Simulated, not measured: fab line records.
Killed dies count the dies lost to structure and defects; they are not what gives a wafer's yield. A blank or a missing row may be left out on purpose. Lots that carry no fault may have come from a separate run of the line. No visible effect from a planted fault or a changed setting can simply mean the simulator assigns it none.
Matching of chambers ; flow nand harc ; rie diel-05 running NHARC_A_SGD_CUT_DESCUM_14: 4 sister chambers
The step chemistry O2, time 3 s. 22 wafers are shown with their chamber, then 11 later ones without.

WAFERS PAIRED WITH THEIR CHAMBERS
wafer;chamber;drypump motor current A (A);oes product au (a.u.);throttle valve pct (%)
L076.3;3;6.0;1.009;11.299
L076.4;0;5.3;0.989;11.316
L076.5;3;6.0;1.004;11.318
L081.1;1;5.2;0.994;11.290
L081.2;0;5.3;0.992;11.327
L081.3;2;6.5;1.001;11.288
L081.4;3;6.0;1.013;11.311
L081.5;0;5.3;0.988;11.306
L081.6;1;5.2;0.999;11.322
L079.2;1;5.2;0.996;11.312
L079.4;2;6.5;0.991;11.303
L079.6;0;5.3;1.005;11.306
L083.1;1;5.2;0.998;11.313
L083.3;3;5.9;0.986;11.310
L083.5;1;5.2;0.995;11.308
L083.2;2;6.4;0.992;11.315
L083.4;0;5.3;1.001;11.315
L083.6;2;6.4;0.986;11.304
L086.2;2;6.4;0.990;11.314
L086.4;3;5.9;0.992;11.310
L086.5;3;5.9;0.988;11.323
L085.1;0;5.3;1.015;11.304

SIGNATURES, as means of the wafers listed above
reading;chamber 0;chamber 1;chamber 2;chamber 3;scatter within a chamber
drypump motor current A;5.300;5.200;6.440;5.950;0.0387
oes product au;0.99833;0.99640;0.99200;0.99867;0.0087
throttle valve pct;11.31233;11.30900;11.30480;11.31183;0.00986
Rule: for each reading, subtract the chamber's mean from the wafer's reading, divide by that reading's scatter and square the result; add these up over the readings and take the root, which gives the wafer's distance from the chamber. The wafer belongs to the nearest chamber; if the next one is less than 2 further off, it can't be placed. The scatter: the root of (the sum of the squares of (reading less its chamber's mean) over the shown wafers, divided by (wafers less chambers)).

WAFERS WHOSE CHAMBER IS MISSING
wafer;drypump motor current A (A);oes product au (a.u.);throttle valve pct (%)
L085.3;6.5;0.989;11.302
L085.5;5.3;0.996;11.319
L090.1;5.4;1.001;11.315
L090.2;6.5;0.980;11.324
L090.3;5.9;0.998;11.312
L094.1;5.3;1.017;11.306
L094.2;5.2;0.979;11.301
L094.5;5.3;1.002;11.298
L095.2;6.5;1.000;11.309
L095.4;5.9;1.006;11.302
L095.6;5.2;0.979;11.314

WHICH CHAMBER EACH WENT THROUGH
wafer;from the rows above;in truth
L085.3;2;2
L085.5;0;0
L090.1;0;0
L090.2;2;2
L090.3;3;3
L094.1;can't be placed: 0 or 1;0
L094.2;can't be placed: 1 or 0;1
L094.5;can't be placed: 0 or 1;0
L095.2;2;2
L095.4;3;3
L095.6;can't be placed: 1 or 0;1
Placed correctly: 7 of 11. Unplaceable from these rows: 4, with the true chamber sitting among the candidates in 4. 0 placed wrongly.
